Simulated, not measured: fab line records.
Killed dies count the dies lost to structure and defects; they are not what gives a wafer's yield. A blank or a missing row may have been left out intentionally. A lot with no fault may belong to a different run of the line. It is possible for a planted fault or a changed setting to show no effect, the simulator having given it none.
fab line records	flow n5Finfet
record: lots: 10	wafers: 28	lastDay: 17
route steps=1938 shown BEOL_M15@1808
lots with no fault: from the same line, run without faults
startH: start of the lot's first displayed wafer, in hours after the record's first day	waitH: how many hours have passed since the lot's step before this one	" repeats the value in the row above	L1.1+2: a row that stands for several wafers	- no value present, or no start provided	* or withheld: withheld	< > ~ a bound
route shown NAME@n: a module of which the file shows steps, and the number in the route of the first	usual: mean/standard deviation of fault-free wafers	same: alike in all rows	chamber/n: place in a boat	sites: per-site readings	_std_site: standard deviation of those values	_edge_site: the outer-site mean with the inner-site mean subtracted	radiusMm: for every site, how far away it sits from the centre of the wafer	mask NAME#n: copy n	behind: tool/chamber where the wafer was last shaped	hold: why the lot went on hold/how many hours it stayed there/how the hold came to an end	device: names the non-switching transistor (n, p or np)	end of line: at the end of the route, the tests of the same wafers	for a step that has no rows: nothing shown but its recipe	killed: the dies lost at the first sort to structure and to defects; this is not the yield of the wafer	map: a wafer's dies, marking killed ones x, the rest . and places with no die _
set.NAME: the setting as run; set.NAME@STEP: as run at that earlier step	model.NAME: the simulator's own value behind a step, which no gauge read
one table for each step of the route and one row for each wafer, over a sample of lots
services: when a tool's chamber went out of use (startH, in hours from the record's first day, below 0 if earlier), for how many hours, and the reason
== steps ==
step: N5_BEOL_M15_ETCH_61
recipe: chemistry: N2/H2	target: BARC	targetDepthA: 890	overetchA: 267	timeS: 67.9	ionEnergyEv: 200	pressureMtorr: 30	sourceW: 840	biasW: 150	n2FlowSccm: 200	h2FlowSccm: 200
usual: drypumpMotorCurrentA: 5.7/0.43	oesProductAu: 0.68/0.061	rfVppV: 524.0/2	showerheadPlenumPTorr: 2.55/0.069	throttleValvePct: 18.0/0.32
lot.wafer	tool	chamber	startH	waitH	drypumpMotorCurrentA	oesProductAu	rfHoursCounterH	rfVppV	showerheadPlenumPTorr	throttleValvePct
L997.2	rieDiel-02	2	244.85	0.0	6.0	0.63	163	525.1	2.54	18.4
L997.3	"	3	"	"	5.7	0.58	264	521.6	2.51	18.5
L997.5	"	2	"	"	5.9	0.62	-	523.0	2.54	18.4
L998.3	rieDiel-05	1	248.37	0.0	5.8	0.72	60	521.4	2.47	17.5
L998.4	"	0	"	"	5.0	0.67	148	523.6	2.55	18.3
L998.6	"	1	"	"	5.8	0.71	-	522.0	2.47	17.6
L999.3	rieDiel-04	3	266.83	0.0	5.4	0.72	56	523.9	2.58	17.7
L999.4	"	0	"	"	5.4	0.64	154	522.1	2.45	18.1
L999.6	"	1	"	"	6.4	0.71	-	526.3	2.55	17.8
L104.1	rieDiel-02	2	287.84	0.0	5.9	0.62	180	524.3	2.54	18.4
L104.2	"	3	"	"	5.7	0.56	281	521.4	2.50	18.5
L104.3	"	1	"	"	6.3	0.82	6	529.1	2.73	17.8
L102.1	rieDiel-05	1	288.18	0.0	5.8	0.70	73	522.6	2.46	17.6
L102.4	"	0	"	"	5.0	0.66	160	524.1	2.55	18.4
L103.1	rieDiel-04	3	294.20	0.0	5.4	0.72	64	523.3	2.58	17.7
L103.2	"	0	"	"	5.4	0.64	162	521.4	2.45	18.1
L103.4	"	2	"	"	5.2	0.74	37	526.7	2.60	17.6
L110.2	rieDiel-04	0	340.00	0.0	5.4	0.63	176	521.3	2.44	18.1
L110.3	"	2	"	"	5.3	0.72	52	523.9	2.59	17.6
L110.4	"	3	"	"	5.4	0.71	79	524.9	2.57	17.7
L114.2	rieDiel-05	0	348.85	0.0	5.0	0.64	179	522.6	2.54	18.4
L114.5	"	3	"	"	5.8	0.61	-	525.6	2.62	18.4
L117.2	rieDiel-05	2	379.57	0.0	5.9	0.64	163	525.1	2.53	18.0
L117.4	"	3	"	"	5.8	0.60	233	525.3	2.62	18.5
L117.5	"	0	"	"	5.0	0.64	-	524.2	2.53	18.4
L119.2	rieDiel-04	1	382.49	0.0	6.5	0.68	103	525.1	2.54	17.9
L119.3	"	3	"	"	5.4	0.69	91	525.2	2.57	17.8
L119.4	"	2	"	"	5.3	0.71	65	526.8	2.59	17.7
step: N5_BEOL_M15_TRENCH_ETCH_34
recipe: chemistry: C4F8/O2/Ar	target: SiO2	targetDepthA: 8729.3	heInnerTorr: 15	heOuterTorr: 30	timeS: 199	ionEnergyEv: 800	pressureMtorr: 20	sourceW: 1905	biasW: 2040	Ar_flow_sccm: 400	C4F8_flow_sccm: 16	O2_flow_sccm: 12
usual: drypumpMotorCurrentA: 5.7/0.43	mfcArSccm: 400.0/1.1	oes_f_703_au: 0.79/0.07	oesProductAu: 0.79/0.076	rfVppV: 2218/35	showerheadPlenumPTorr: 3.45/0.083	throttleValvePct: 31.1/0.32
lot.wafer	tool	chamber	startH	waitH	drypumpMotorCurrentA	mfcArSccm	oes_f_703_au	oesProductAu	rfHoursCounterH	rfVppV	showerheadPlenumPTorr	throttleValvePct
L997.2	rieDiel-02	2	244.90	0.0	6.0	400.1	0.72	0.73	163	2247	3.44	31.4
L997.3	"	3	"	"	5.7	401.8	0.67	0.67	264	2249	3.35	31.1
L997.5	"	2	"	"	6.0	398.6	0.73	0.73	-	2245	3.44	31.5
L998.3	rieDiel-05	1	248.42	0.0	5.8	400.7	0.81	0.83	60	2233	3.38	30.9
L998.4	"	0	"	"	5.0	399.6	0.78	0.77	148	2155	3.45	31.5
L998.6	"	1	"	"	5.8	398.8	0.81	0.83	-	2235	3.38	30.9
L999.3	rieDiel-04	3	266.88	0.0	5.4	401.2	0.85	0.86	56	2234	3.48	30.8
L999.4	"	0	"	"	5.4	402.3	0.78	0.77	154	2174	3.31	31.0
L999.6	"	1	"	"	6.4	403.1	0.84	0.84	-	2223	3.46	31.0
L104.1	rieDiel-02	2	287.89	0.0	6.0	399.5	0.72	0.71	180	2246	3.43	31.5
L104.2	"	3	"	"	5.7	401.2	0.66	0.66	281	2248	3.34	31.1
L104.3	"	1	"	"	6.3	398.5	0.94	0.96	6	2209	3.63	30.6
L102.1	rieDiel-05	1	288.23	0.0	5.8	399.6	0.80	0.81	73	2233	3.37	30.9
L102.4	"	0	"	"	5.0	400.1	0.77	0.76	160	2157	3.45	31.5
L103.1	rieDiel-04	3	294.25	0.0	5.4	400.1	0.84	0.85	64	2236	3.48	30.8
L103.2	"	0	"	"	5.4	398.3	0.78	0.76	162	2174	3.31	31.0
L103.4	"	2	"	"	5.3	401.1	0.88	0.89	37	2251	3.51	30.6
L110.2	rieDiel-04	0	340.05	0.0	5.4	400.7	0.76	0.75	176	2172	3.30	31.0
L110.3	"	2	"	"	5.3	400.3	0.86	0.87	52	2249	3.50	30.7
L110.4	"	3	"	"	5.4	398.8	0.83	0.84	79	2234	3.47	30.8
L114.2	rieDiel-05	0	348.90	0.0	5.0	400.7	0.75	0.75	179	2154	3.44	31.5
L114.5	"	3	"	"	5.8	401.7	0.69	0.71	-	2258	3.56	31.6
L117.2	rieDiel-05	2	379.62	0.0	5.9	399.6	0.77	0.73	163	2165	3.44	31.1
L117.4	"	3	"	"	5.8	398.1	0.69	0.69	233	2258	3.56	31.6
L117.5	"	0	"	"	5.0	401.3	0.74	0.74	-	2156	3.43	31.5
L119.2	rieDiel-04	1	382.55	0.0	6.5	398.5	0.80	0.81	103	2220	3.44	31.0
L119.3	"	3	"	"	5.4	401.2	0.82	0.81	91	2234	3.46	30.8
L119.4	"	2	"	"	5.3	398.6	0.83	0.84	65	2249	3.49	30.6
step: N5_BEOL_M15_STRIP_36
recipe: chemistry: O2	powerW: 600	tempC: 60	pressureMtorr: 30	rfFrequencyHz: 6e+07	biasPowerW: 0	overashFraction: 0.3	o2FlowSccm: 225
usual: drypumpMotorCurrentA: 5.7/0.43	oesProductAu: 0.78/0.073	rfVppV: 3.7/1	showerheadPlenumPTorr: 2.09/0.056	throttleValvePct: 16.76/0.26
lot.wafer	tool	chamber	startH	waitH	drypumpMotorCurrentA	oesProductAu	rfHoursCounterH	rfVppV	showerheadPlenumPTorr	throttleValvePct
L997.2	rieDiel-02	3	247.93	2.8	5.7	0.66	265	4.1	2.06	17.16
L997.3	"	2	"	"	6.0	0.72	164	2.8	2.09	17.00
L997.5	"	2	"	"	6.0	0.73	-	5.5	2.09	17.01
L998.3	rieDiel-05	1	250.21	1.6	5.8	0.84	61	4.0	2.02	16.32
L998.4	"	2	"	"	5.9	0.78	122	3.5	2.11	16.78
L998.6	"	1	"	"	5.8	0.84	-	3.5	2.02	16.34
L999.3	rieDiel-04	0	268.86	1.8	5.4	0.75	154	3.3	2.02	16.75
L999.4	"	2	"	"	5.2	0.91	30	3.2	2.13	16.24
L999.6	"	3	"	"	5.4	0.88	-	4.5	2.15	16.57
L104.1	rieDiel-05	2	290.54	2.5	5.9	0.76	136	3.5	2.11	16.79
L104.2	"	3	"	"	5.9	0.70	206	1.7	2.14	16.99
L104.3	"	0	"	"	4.9	0.76	161	3.7	2.08	17.04
L102.1	rieDiel-02	2	290.58	2.2	5.9	0.72	181	5.3	2.08	17.03
L102.4	"	2	"	"	5.9	0.72	-	4.8	2.08	17.05
L103.1	rieDiel-04	0	294.66	0.2	5.4	0.76	162	2.3	2.02	16.70
L103.2	"	1	"	"	6.4	0.83	76	2.5	2.11	16.76
L103.4	"	2	"	"	5.3	0.88	37	4.4	2.13	16.28
L110.2	rieDiel-04	0	340.28	0.0	5.4	0.74	176	2.2	2.01	16.76
L110.3	"	2	"	"	5.2	0.85	52	3.9	2.12	16.33
L110.4	"	3	"	"	5.4	0.83	79	5.6	2.14	16.60
L114.2	rieDiel-05	0	349.12	0.0	5.0	0.76	179	5.1	2.07	17.04
L114.5	"	2	"	"	6.0	0.75	-	3.9	2.10	16.81
L117.2	rieDiel-02	1	383.83	4.0	6.3	0.87	39	4.6	2.23	16.59
L117.4	"	3	"	"	5.7	0.93	22	2.9	2.05	16.70
L117.5	"	3	"	"	5.7	0.92	-	2.3	2.05	16.69
L119.2	rieDiel-02	2	384.08	1.3	6.0	0.68	213	4.6	2.07	17.10
L119.3	"	0	"	"	6.1	0.87	31	3.6	2.13	16.58
L119.4	"	3	"	"	5.7	0.92	22	3.6	2.05	16.67
step: N5_BEOL_M15_SPUTTER_44
recipe: material: Ta	targetThkA: 150	tempC: 50	biasV: 80	powerW: 15000	chamberPressurePa: 0.07	timeS: 24.19
usual: cathodeDcPowerW: 15000/2.8	throttleValvePct: 30.4/1.2
lot.wafer	tool	chamber	startH	waitH	cathodeDcPowerW	throttleValvePct
L997.2	pvdSputter-01	-	249.15	0.0	14999	31.9
L997.3	"	-	"	"	15003	31.6
L997.5	"	-	"	"	14997	31.8
L998.3	pvdSputter-03	-	250.88	0.0	14996	29.2
L998.4	"	-	"	"	15000	30.4
L998.6	"	-	"	"	15000	29.3
L999.3	pvdSputter-03	-	269.39	0.0	14998	30.6
L999.4	"	-	"	"	15003	30.1
L999.6	"	-	"	"	14999	30.7
L104.1	pvdSputter-02	-	291.35	0.0	15003	28.8
L104.2	"	-	"	"	15005	29.8
L104.3	"	-	"	"	15002	28.9
L102.1	pvdSputter-01	-	291.66	0.0	15000	30.9
L102.4	"	-	"	"	14997	31.8
L103.1	pvdSputter-03	-	298.26	0.0	15001	29.5
L103.2	"	-	"	"	15005	30.5
L103.4	"	-	"	"	15000	30.5
L110.2	pvdSputter-01	-	341.25	0.0	15001	31.6
L110.3	"	-	"	"	15002	31.9
L110.4	"	-	"	"	15001	31.1
L114.2	pvdSputter-01	-	350.12	0.0	15001	31.9
L114.5	"	-	"	"	15001	31.4
L117.2	pvdSputter-02	-	384.43	0.0	15002	29.5
L117.4	"	-	"	"	15002	28.8
L117.5	"	-	"	"	15002	28.9
L119.2	pvdSputter-03	-	384.78	0.0	15003	29.5
L119.3	"	-	"	"	15000	29.9
L119.4	"	-	"	"	14996	30.3
step: N5_BEOL_M15_CMP_49
recipe: stopOn: SiO2	tOverpolishS: 4.9	downForcePsi: 2	platenRpm: 80	clearingPlatenDownForcePsi: 2	clearingPlatenRpm: 80	postCmpClean: cuAlkaline	targetThkNm: 850	clearingPlatenPadVelocityMS: 1.5917	padVelocityMS: 1.5917
usual: barrierFieldEndpointS: 11.4/0.31	motorCurrentA: 7.8/0.66
lot.wafer	tool	chamber	startH	waitH	barrierFieldEndpointS	motorCurrentA
L997.2	cmp-03	3	249.91	0.2	11.3	7.9
L997.3	"	0	"	"	11.2	7.2
L997.5	"	3	"	"	11.5	7.6
L998.3	cmp-03	1	251.67	0.2	10.9	7.1
L998.4	"	0	"	"	11.1	7.5
L998.6	"	2	"	"	11.2	8.2
L999.3	cmp-01	2	270.13	0.2	11.8	7.9
L999.4	"	1	"	"	11.7	8.9
L999.6	"	3	"	"	11.1	8.3
L104.3	cmp-03	0	292.30	0.2	11.5	7.6
L104.1	"	1	"	"	11.2	7.0
L104.2	"	2	"	"	11.6	8.3
L102.4	cmp-01	3	293.77	0.2	11.0	8.4
L102.1	"	1	"	"	11.8	8.9
L103.1	cmp-03	2	298.99	0.3	11.7	8.1
L103.2	"	0	"	"	11.3	7.5
L103.4	"	1	"	"	11.7	7.0
L110.2	cmp-03	2	341.99	0.2	10.2	8.3
L110.4	"	3	"	"	11.6	7.3
L110.3	"	1	"	"	11.5	7.3
L114.2	cmp-04	2	351.01	0.2	10.2	7.0
L114.5	"	1	"	"	11.9	7.9
L117.2	cmp-01	1	385.41	0.2	11.6	9.1
L117.4	"	3	"	"	11.1	8.4
L117.5	"	1	"	"	11.6	8.9
L119.4	cmp-01	0	385.96	0.2	11.2	8.9
L119.3	"	1	"	"	11.2	9.0
L119.2	"	2	"	"	11.2	7.5
== services ==
tool	chamber	startH	hours	kind
rieDiel-05	2	233.75	3.4	repair
cmp-01	-	235.74	4.0	pm
cmp-01	-	239.74	5.7	pm
cmp-04	-	246.18	0.4	repair
rieDiel-02	1	255.03	-	clean
rieDiel-02	1	255.03	-	consumableReplace:focusRing
rieDiel-02	1	255.03	-	consumableReplace:showerhead
rieDiel-02	1	255.03	15.8	scheduledDown
rieDiel-02	1	255.03	15.8	ventCycle
rieDiel-02	-	256.05	0.7	repair
cmp-01	-	258.42	2.3	repair
rieDiel-02	0	260.26	18.6	repair
cmp-03	-	277.42	1.1	repair
rieDiel-02	0	278.93	-	clean
cmp-04	-	295.26	0.6	repair
cmp-04	-	303.85	2.2	repair
rieDiel-04	1	309.85	1.3	repair
cmp-04	-	316.98	1.5	repair
cmp-01	-	328.54	0.9	repair
cmp-03	-	328.99	4.0	pm
cmp-01	-	334.46	2.0	repair
cmp-01	-	344.40	0.6	repair
cmp-01	-	350.34	0.8	repair
cmp-04	-	369.61	6.1	pm
== key ==
firstSign: step: N5_BEOL_M15_CMP_49	reading: barrierFieldEndpointS	direction: down	sigmas: 4	usual: 11.4	struck: 10.2
effect none on later readings
metAt N5_BEOL_M15_SPUTTER_44
struckLots L110,L114
struckWafers L110.2,L114.2
notActingAt N5_BEOL_M15_ETCH_61,N5_BEOL_M15_TRENCH_ETCH_34,N5_BEOL_M15_STRIP_36
onsetBetween 291.66 341.25
fault: kind: processParameterDrift	tool: pvdSputter-01	chamber: -	onsetH: 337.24	steps: N5_BEOL_M15_SPUTTER_44	channel: timeS	offset: *	shape: step	endH: 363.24	scope: struckWafersOnly	actsIn: *	stated: *
